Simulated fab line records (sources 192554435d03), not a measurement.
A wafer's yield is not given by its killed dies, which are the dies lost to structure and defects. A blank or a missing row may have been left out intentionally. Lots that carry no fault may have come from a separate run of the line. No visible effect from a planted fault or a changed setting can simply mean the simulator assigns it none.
Which tool was responsible? + flow n5Finfet + 10 lots with 30 wafers sampled at 5 steps, on a route of 1938 steps

== WHAT THE GAUGES SHOWED, per wafer ==
N5_BEOL_M6_RS_MEAS_57: a four-point-probe measurement. Usual: M6_RS 0.288 ohm/sq, standard deviation 0.01.
| lot  | measured     | on           | M6_RS (ohm/sq)    | flag |
|------|--------------|--------------|-------------------|------|
| L774 | day 13 04:19 | filmMetro-01 | 0.278 0.278 0.275 |      |
| L780 | day 13 20:47 | filmMetro-01 | 0.276 0.300 0.300 |      |
| L777 | day 13 22:36 | filmMetro-02 | 0.291 0.293 0.302 |      |
| L779 | day 14 18:39 | filmMetro-02 | 0.304 0.279 0.289 |      |
| L781 | day 15 00:01 | filmMetro-01 | 0.288 0.296 0.290 |      |
| L788 | day 16 01:56 | filmMetro-01 | 0.308 0.289 0.284 |      |
| L787 | day 16 15:59 | filmMetro-02 | 0.284 0.284 0.284 |      |
| L789 | day 16 23:21 | filmMetro-01 | 0.283 0.299 0.305 |      |
| L792 | day 17 02:54 | filmMetro-01 | 0.286 0.310 0.263 |      |
| L794 | day 17 07:21 | filmMetro-01 | 0.305 0.274 0.277 |      |

N5_BEOL_M6_INSPECT_58: inspects for defects (darkfield). Usual: rawDefectCount reads 70 (standard deviation 18).
| lot  | measured     | on               | rawDefectCount | flag |
|------|--------------|------------------|----------------|------|
| L774 | day 13 04:20 | defectInspect-01 | 77 73 80       |      |
| L780 | day 13 20:49 | defectInspect-01 | 66 68 76       |      |
| L777 | day 13 22:38 | defectInspect-01 | 73 70 69       |      |
| L779 | day 14 18:41 | defectInspect-02 | 48 67 85       |      |
| L781 | day 15 00:02 | defectInspect-02 | 90 53 58       |      |
| L788 | day 16 01:57 | defectInspect-01 | 100 89 81      |      |
| L787 | day 16 16:00 | defectInspect-01 | 101 88 47      |      |
| L789 | day 16 23:23 | defectInspect-01 | 35 90 80       |      |
| L792 | day 17 02:55 | defectInspect-01 | 47 63 50       |      |
| L794 | day 17 07:23 | defectInspect-02 | 80 67 108      |      |

N5_BEOL_M7_THK_MEAS_01. Usual: M7_ILD_THK 155.2 nm, standard deviation 2.2.
| lot  | measured     | on           | M7_ILD_THK (nm)   | flag |
|------|--------------|--------------|-------------------|------|
| L774 | day 13 05:41 | filmMetro-01 | 154.7 159.1 156.9 |      |
| L780 | day 13 21:26 | filmMetro-01 | 153.5 155.5 154.2 |      |
| L777 | day 13 23:43 | filmMetro-01 | 156.4 158.0 157.4 |      |
| L779 | day 14 19:17 | filmMetro-02 | 150.7 155.3 154.0 |      |
| L781 | day 15 00:39 | filmMetro-02 | 153.0 209.8 157.3 | OFF  |
| L788 | day 16 05:50 | filmMetro-02 | 155.2 154.3 156.6 |      |
| L787 | day 16 17:12 | filmMetro-01 | 153.4 209.0 154.6 | OFF  |
| L789 | day 16 23:59 | filmMetro-01 | 156.1 156.8 152.0 |      |
| L792 | day 17 04:01 | filmMetro-01 | 151.1 154.1 155.8 |      |
| L794 | day 17 08:01 | filmMetro-01 | 153.1 155.8 156.2 |      |

== WHAT TOOL EACH LOT RAN ON (gives the tool, then ch and the chambers of the sampled wafers, and finally the start) ==
| lot  | N5_BEOL_M6_STRIP_36               | N5_BEOL_M7_ILD_DEP_00           |
|------|-----------------------------------|---------------------------------|
| L774 | rieDiel-04 ch 0,1, day 13 00:43   | pecvd-03 ch 0,1, day 13 04:23   |
| L780 | rieDiel-03 ch 0,2,3, day 13 17:32 | pecvd-01 ch 0,1,2, day 13 20:51 |
| L777 | rieDiel-03 ch 0,1, day 13 19:23   | pecvd-02 ch 0,1,2, day 13 22:41 |
| L779 | rieDiel-04 ch 0,1,3, day 14 15:55 | pecvd-01 ch 0,1, day 14 18:43   |
| L781 | rieDiel-01 ch 2,3, day 14 21:27   | pecvd-01 ch 0,1,2, day 15 00:04 |
| L788 | rieDiel-01 ch 0,2,3, day 15 15:12 | pecvd-02 ch 0,1,2, day 16 01:59 |
| L787 | rieDiel-04 ch 0,1,2, day 16 13:05 | pecvd-01 ch 0,1,2, day 16 16:02 |
| L789 | rieDiel-01 ch 2,3, day 16 20:25   | pecvd-02 ch 0,1,2, day 16 23:25 |
| L792 | rieDiel-03 ch 0,1,2, day 17 00:02 | pecvd-03 ch 0,2, day 17 02:58   |
| L794 | rieDiel-01 ch 1,2, day 17 04:01   | pecvd-02 ch 0,2, day 17 07:25   |
- N5_BEOL_M6_STRIP_36: strips in N2/H2.
- N5_BEOL_M7_ILD_DEP_00: deposits SiCOH lowk from DEMS/porogen, target thk 179.75 nm, time 33.4 s.

== AS READ BY THE TOOLS THEMSELVES (means over the sampled wafers that have a number; for cases with no such wafer, the mark the record gives instead) ==
N5_BEOL_M6_STRIP_36. Usual: drypumpMotorCurrentA 5.69 A, standard deviation 0.2; oesProductAu 0.79 a.u., standard deviation 0.078; rfVppV 59.0 V, standard deviation 1.3; showerheadPlenumPTorr 2.51 Torr, standard deviation 0.082; throttleValvePct 23.7 %, standard deviation 0.3.
| lot  | tool       | drypumpMotorCurrentA (A) | oesProductAu (a.u.) | rfVppV (V) | showerheadPlenumPTorr (Torr) | throttleValvePct (%) | flag |
|------|------------|--------------------------|---------------------|------------|------------------------------|----------------------|------|
| L774 | rieDiel-04 | 5.88                     | 0.88                | 59.7       | 2.47                         | 23.5                 |      |
| L780 | rieDiel-03 | 5.72                     | 0.71                | 58.8       | 2.49                         | 23.4                 |      |
| L777 | rieDiel-03 | 5.62                     | 0.70                | 59.3       | 2.45                         | 23.6                 |      |
| L779 | rieDiel-04 | 5.67                     | 0.80                | 59.4       | 2.52                         | 23.7                 |      |
| L781 | rieDiel-01 | 5.81                     | 0.82                | 60.1       | 2.49                         | 23.7                 |      |
| L788 | rieDiel-01 | 5.74                     | 0.78                | 57.4       | 2.48                         | 23.8                 |      |
| L787 | rieDiel-04 | 5.73                     | 0.85                | 58.3       | 2.51                         | 23.6                 |      |
| L789 | rieDiel-01 | 5.72                     | 0.75                | 58.4       | 2.50                         | 24.0                 |      |
| L792 | rieDiel-03 | 5.75                     | 0.77                | 59.3       | 2.49                         | 23.5                 |      |
| L794 | rieDiel-01 | 5.59                     | 0.75                | 58.7       | 2.60                         | 24.0                 |      |

N5_BEOL_M7_ILD_DEP_00. Usual: heaterPowerW 313 W, standard deviation 42; showerheadPlenumPTorr 5.736 Torr, standard deviation 0.014; throttleValvePct 13.7 %, standard deviation 0.72.
| lot  | tool     | heaterPowerW (W) | showerheadPlenumPTorr (Torr) | throttleValvePct (%) | flag |
|------|----------|------------------|------------------------------|----------------------|------|
| L774 | pecvd-03 | 314              | 5.739                        | 14.6                 |      |
| L780 | pecvd-01 | 314              | 5.737                        | 13.7                 |      |
| L777 | pecvd-02 | 296              | 5.731                        | 13.5                 |      |
| L779 | pecvd-01 | 303              | 5.734                        | 14.3                 |      |
| L781 | pecvd-01 | 304              | 5.737                        | 13.5                 |      |
| L788 | pecvd-02 | 330              | 5.739                        | 13.5                 |      |
| L787 | pecvd-01 | 305              | 5.735                        | 13.7                 |      |
| L789 | pecvd-02 | 306              | 5.732                        | 13.5                 |      |
| L792 | pecvd-03 | 283              | 5.748                        | 14.4                 |      |
| L794 | pecvd-02 | 307              | 5.737                        | 13.2                 |      |

== THE ANSWER, worked out from the rows above alone ==
Rule: take the mean of a lot's wafers that have a number; if it is more than 3 standard deviations from the usual mean, the lot is off. Also off: a lot with no number at a reading for which 4 or more lots have one. All remaining lots with rows at the step are treated as sound. First the gauges in route order, then the tools' own readings, where a lot's mean is used as printed above. The first step at which some lot is off is used, and at that step the reading that is off furthest; a lot without a number counts as furthest.
Off: L781, L787, seen at N5_BEOL_M7_THK_MEAS_01 (M7_ILD_THK).
If a tool, at a process step before that reading, ran all the lots that are off and no sound lot after the first of them, it fits. Those tools and the gauges at N5_BEOL_M7_THK_MEAS_01 are tried in the same way. One fits: pecvd-01 at N5_BEOL_M7_ILD_DEP_00. Its last sound lot is L779 (day 14 18:43), its first lot that is off L781 (day 15 00:04): a fault that began between those two fits.

== WHAT THE SIMULATOR HAD INSERTED ==
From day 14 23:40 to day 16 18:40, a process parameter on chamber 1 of pecvd-01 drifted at N5_BEOL_M7_ILD_DEP_00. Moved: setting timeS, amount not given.
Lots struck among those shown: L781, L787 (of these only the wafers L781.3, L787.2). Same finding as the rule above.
